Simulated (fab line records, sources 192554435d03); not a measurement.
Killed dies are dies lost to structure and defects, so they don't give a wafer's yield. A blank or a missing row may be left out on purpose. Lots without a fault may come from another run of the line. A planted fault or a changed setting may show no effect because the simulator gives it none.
Which tool did it? | flow n5_finfet | 10 lots, 30 wafers sampled, at 1 step of a route of 1938

WHAT THE GAUGES READ, wafer by wafer
N5_BEOL_M11_CD_MEAS_18: pitch 140 nm, target cd 70 nm.
lot  | measured     | on        | cd_nm (nm)
L176 | day 10 08:22 | cd_sem-03 | 69.8 70.6 70.1
L177 | day 10 16:22 | cd_sem-01 | 70.3 69.7 69.6
L186 | day 13 17:40 | cd_sem-03 | 69.8 69.8 69.7
L190 | day 14 01:15 | cd_sem-02 | 69.0 70.0 69.7
L191 | day 14 14:29 | cd_sem-02 | 70.0 70.6 70.1
L192 | day 14 14:53 | cd_sem-02 | 70.7 70.8 69.1
L194 | day 14 21:50 | cd_sem-03 | 70.3 69.6 70.5
L197 | day 15 21:47 | cd_sem-03 | 69.3 69.2 70.0
L198 | day 15 23:37 | cd_sem-03 | 69.6 69.6 70.9
L199 | day 16 07:31 | cd_sem-01 | 69.9 69.6 69.6

WHICH TOOL RAN EACH LOT (tool, then ch and the chambers of the sampled wafers, then the start)
The record holds no process step before these readings.

WHAT THE TOOLS THEMSELVES READ (means of the sampled wafers that have a number; where no wafer has one, the mark that the record gives instead)
The record holds no such reading with a usual standard deviation.

THE ANSWER, worked out from the rows above alone
Rule: what is usual is taken from the lots themselves. Put in order of their means at a reading, lots are off if they are a third of the lots or fewer, leave a main group of 4 or more, and stand apart from it by a gap of 3 or more times the standard deviation of the main group's means; of several such gaps the widest counts. A main group whose means are all the same, to the digits that the tables above print for the reading, isn't used. A lot without any number at a reading at which 4 lots or more have one is off too. The other lots that the step has rows for count as sound. The gauges are gone through in route order, then the tools' own readings, and for those a lot's mean is taken as printed above. The first step at which some lot is off is used, and at that step the reading that is off furthest; a lot without a number counts as furthest.
No lot is off at any reading shown: from this, nothing can be told.

WHAT THE SIMULATOR HAD PUT IN
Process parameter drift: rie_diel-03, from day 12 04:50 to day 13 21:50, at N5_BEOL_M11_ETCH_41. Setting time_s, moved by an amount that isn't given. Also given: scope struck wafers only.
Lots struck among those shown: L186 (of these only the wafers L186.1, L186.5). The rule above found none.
